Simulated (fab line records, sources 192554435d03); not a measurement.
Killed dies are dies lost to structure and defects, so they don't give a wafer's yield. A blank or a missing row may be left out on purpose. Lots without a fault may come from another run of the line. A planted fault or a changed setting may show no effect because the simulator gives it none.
Which tool did it? | flow n5_finfet | 10 lots, 30 wafers sampled, at 3 steps of a route of 1938

WHAT THE GAUGES READ, wafer by wafer
N5_PASSIVATION_OVL_MEAS_66.
lot  | measured     | on         | PASS_OPEN_OVL (nm)
L628 | day 12 11:38 | overlay-02 | -2 4 0
L629 | day 12 11:57 | overlay-02 | 9 4 7
L630 | day 12 17:45 | overlay-02 | -5 -2 -3
L632 | day 13 03:19 | overlay-01 | -7 -5 2
L633 | day 13 03:42 | overlay-02 | -1 -9 -8
L636 | day 14 16:50 | overlay-02 | 3 -2 -2
L642 | day 15 21:04 | overlay-01 | 10 4 3
L644 | day 17 00:52 | overlay-01 | 2 4 -3
L646 | day 17 01:08 | overlay-01 | -3 4 0
L650 | day 19 01:16 | overlay-01 | 3 4 5

WHICH TOOL RAN EACH LOT (tool, then ch and the chambers of the sampled wafers, then the start)
lot  | N5_BEOL_M2_ETCHBACK_99             | N5_PASSIVATION_DEGAS_18
L628 | rie_diel-04 ch 0,1,2, day 6 20:35  | pvd_sputter-01, day 12 08:23
L629 | rie_diel-01 ch 0,1,3, day 7 02:41  | pvd_sputter-02, day 12 09:08
L630 | rie_diel-03 ch 2,3, day 7 05:50    | pvd_sputter-02, day 12 15:13
L632 | rie_diel-04 ch 0,2,3, day 7 18:49  | pvd_sputter-02, day 13 00:41
L633 | rie_diel-01 ch 0,1,3, day 7 23:14  | pvd_sputter-01, day 13 00:51
L636 | rie_diel-04 ch 1,2,3, day 9 15:07  | pvd_sputter-01, day 14 13:12
L642 | rie_diel-04 ch 1,3, day 10 12:08   | pvd_sputter-02, day 15 17:24
L644 | rie_diel-03 ch 0,2,3, day 10 18:50 | pvd_sputter-01, day 16 21:59
L646 | rie_diel-01 ch 0,2,3, day 11 22:55 | pvd_sputter-02, day 16 22:19
L650 | rie_diel-04 ch 0,1,3, day 12 14:08 | pvd_sputter-01, day 18 22:49
- N5_BEOL_M2_ETCHBACK_99: etches SiO2 in CHF3, target depth 5 nm, time 10.4 s.
- N5_PASSIVATION_DEGAS_18: time 60 s.

THE ANSWER, worked out from the rows above alone
Rule: what is usual is taken from the lots themselves. Put in order of their means at a reading, lots are off if they are a third of the lots or fewer, leave a main group of 4 or more, and stand apart from it by a gap of 3 or more times the standard deviation of the main group's means; of several such gaps the widest counts. A main group whose means are all the same, to the digits that the tables above print for the reading, isn't used. A lot without any number at a reading at which 4 lots or more have one is off too. The other lots that the step has rows for count as sound.
No lot is off at any reading shown: from this, nothing can be told.

WHAT THE SIMULATOR HAD PUT IN
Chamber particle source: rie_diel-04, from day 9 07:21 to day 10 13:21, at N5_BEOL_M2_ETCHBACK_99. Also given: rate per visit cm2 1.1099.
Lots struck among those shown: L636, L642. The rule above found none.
